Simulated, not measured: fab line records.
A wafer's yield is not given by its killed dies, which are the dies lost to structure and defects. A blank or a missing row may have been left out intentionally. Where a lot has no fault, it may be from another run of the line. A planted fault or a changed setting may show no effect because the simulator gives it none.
Which tool did it? || flow n5 finfet || Sampling: 10 lots, 30 wafers, 2 of 1938 route steps

== WHAT EACH GAUGE READ, for each wafer ==
N5_PASSIVATION_OVL_MEAS_60. Usual: for TV_OVL the level is 1 nm and the standard deviation is 4.8.
{"lot": "L238", "measured": "day 11 23:25", "on": "overlay-02", "TV_OVL (nm)": "6 8 10", "flag": ""}
{"lot": "L245", "measured": "day 14 12:08", "on": "overlay-02", "TV_OVL (nm)": "0 0 6", "flag": ""}
{"lot": "L243", "measured": "day 14 11:59", "on": "overlay-01", "TV_OVL (nm)": "3 5 4", "flag": ""}
{"lot": "L247", "measured": "day 14 12:24", "on": "overlay-02", "TV_OVL (nm)": "0 -6 0", "flag": ""}
{"lot": "L256", "measured": "day 17 02:49", "on": "overlay-01", "TV_OVL (nm)": "0 -6 -3", "flag": ""}
{"lot": "L257", "measured": "day 17 14:01", "on": "overlay-02", "TV_OVL (nm)": "-2 1 0", "flag": ""}
{"lot": "L259", "measured": "day 18 02:36", "on": "overlay-02", "TV_OVL (nm)": "8 5 -1", "flag": ""}
{"lot": "L260", "measured": "day 18 13:43", "on": "overlay-01", "TV_OVL (nm)": "0 7 2", "flag": ""}
{"lot": "L258", "measured": "day 18 14:43", "on": "overlay-01", "TV_OVL (nm)": "-3 -5 -13", "flag": ""}
{"lot": "L261", "measured": "day 19 08:47", "on": "overlay-02", "TV_OVL (nm)": "1 8 2", "flag": ""}

== WHICH TOOL RAN EACH LOT (tool, then ch and the chambers of the sampled wafers, then the start) ==
{"lot": "L238", "N5_PASSIVATION_PECVD_01": "pecvd-02 ch 0,1, day 11 21:15"}
{"lot": "L245", "N5_PASSIVATION_PECVD_01": "pecvd-02 ch 0,2, day 14 11:04"}
{"lot": "L243", "N5_PASSIVATION_PECVD_01": "pecvd-04 ch 0,1, day 14 11:05"}
{"lot": "L247", "N5_PASSIVATION_PECVD_01": "pecvd-03 ch 0,1,2, day 14 11:29"}
{"lot": "L256", "N5_PASSIVATION_PECVD_01": "pecvd-03 ch 0,2, day 17 01:38"}
{"lot": "L257", "N5_PASSIVATION_PECVD_01": "pecvd-02 ch 0,2, day 17 12:55"}
{"lot": "L259", "N5_PASSIVATION_PECVD_01": "pecvd-04 ch 0,2, day 18 02:08"}
{"lot": "L260", "N5_PASSIVATION_PECVD_01": "pecvd-03 ch 0,1, day 18 12:34"}
{"lot": "L258", "N5_PASSIVATION_PECVD_01": "pecvd-02 ch 0,1, day 18 13:45"}
{"lot": "L261", "N5_PASSIVATION_PECVD_01": "pecvd-04 ch 1,2, day 19 05:20"}
- N5_PASSIVATION_PECVD_01: deposits SiNx from SiH4/NH3/N2, target thk 200 nm, time 43.2 s.

== WHAT THE TOOLS THEMSELVES READ (means of the sampled wafers that have a number; where no wafer has one, the mark that the record gives instead) ==
N5_PASSIVATION_PECVD_01. Usual: heater power w 327 W, standard deviation 81; showerhead plenum p Torr 8.65 Torr, standard deviation 0.064; throttle valve pct 28.4 %, standard deviation 1.2.
{"lot": "L238", "tool": "pecvd-02", "heater power w (W)": 331, "showerhead plenum p Torr (Torr)": 8.62, "throttle valve pct (%)": 28.2, "flag": ""}
{"lot": "L245", "tool": "pecvd-02", "heater power w (W)": 308, "showerhead plenum p Torr (Torr)": 8.67, "throttle valve pct (%)": 27.7, "flag": ""}
{"lot": "L243", "tool": "pecvd-04", "heater power w (W)": 260, "showerhead plenum p Torr (Torr)": 8.57, "throttle valve pct (%)": 28.7, "flag": ""}
{"lot": "L247", "tool": "pecvd-03", "heater power w (W)": 333, "showerhead plenum p Torr (Torr)": 8.70, "throttle valve pct (%)": 28.5, "flag": ""}
{"lot": "L256", "tool": "pecvd-03", "heater power w (W)": 317, "showerhead plenum p Torr (Torr)": 8.68, "throttle valve pct (%)": 28.5, "flag": ""}
{"lot": "L257", "tool": "pecvd-02", "heater power w (W)": 340, "showerhead plenum p Torr (Torr)": 8.64, "throttle valve pct (%)": 28.2, "flag": ""}
{"lot": "L259", "tool": "pecvd-04", "heater power w (W)": 217, "showerhead plenum p Torr (Torr)": 8.63, "throttle valve pct (%)": 28.0, "flag": ""}
{"lot": "L260", "tool": "pecvd-03", "heater power w (W)": 331, "showerhead plenum p Torr (Torr)": 8.74, "throttle valve pct (%)": 28.7, "flag": ""}
{"lot": "L258", "tool": "pecvd-02", "heater power w (W)": 345, "showerhead plenum p Torr (Torr)": 8.60, "throttle valve pct (%)": 27.3, "flag": ""}
{"lot": "L261", "tool": "pecvd-04", "heater power w (W)": 318, "showerhead plenum p Torr (Torr)": 8.66, "throttle valve pct (%)": 28.9, "flag": ""}

== THE ANSWER, worked out from the rows above alone ==
Rule: take the mean of a lot's wafers that have a number; if it is more than 3 standard deviations from the usual mean, the lot is off. Also off: a lot with no number at a reading for which 4 or more lots have one. Where the step has rows for the other lots, those lots are counted as sound. The gauges are gone through in route order, then the tools' own readings, and for those a lot's mean is taken as printed above. At the first step where some lot is off, the reading lying furthest off is the one used; lots without a number count as furthest.
No lot is off at any reading shown: from this, nothing can be told.

== WHAT THE SIMULATOR HAD INSERTED ==
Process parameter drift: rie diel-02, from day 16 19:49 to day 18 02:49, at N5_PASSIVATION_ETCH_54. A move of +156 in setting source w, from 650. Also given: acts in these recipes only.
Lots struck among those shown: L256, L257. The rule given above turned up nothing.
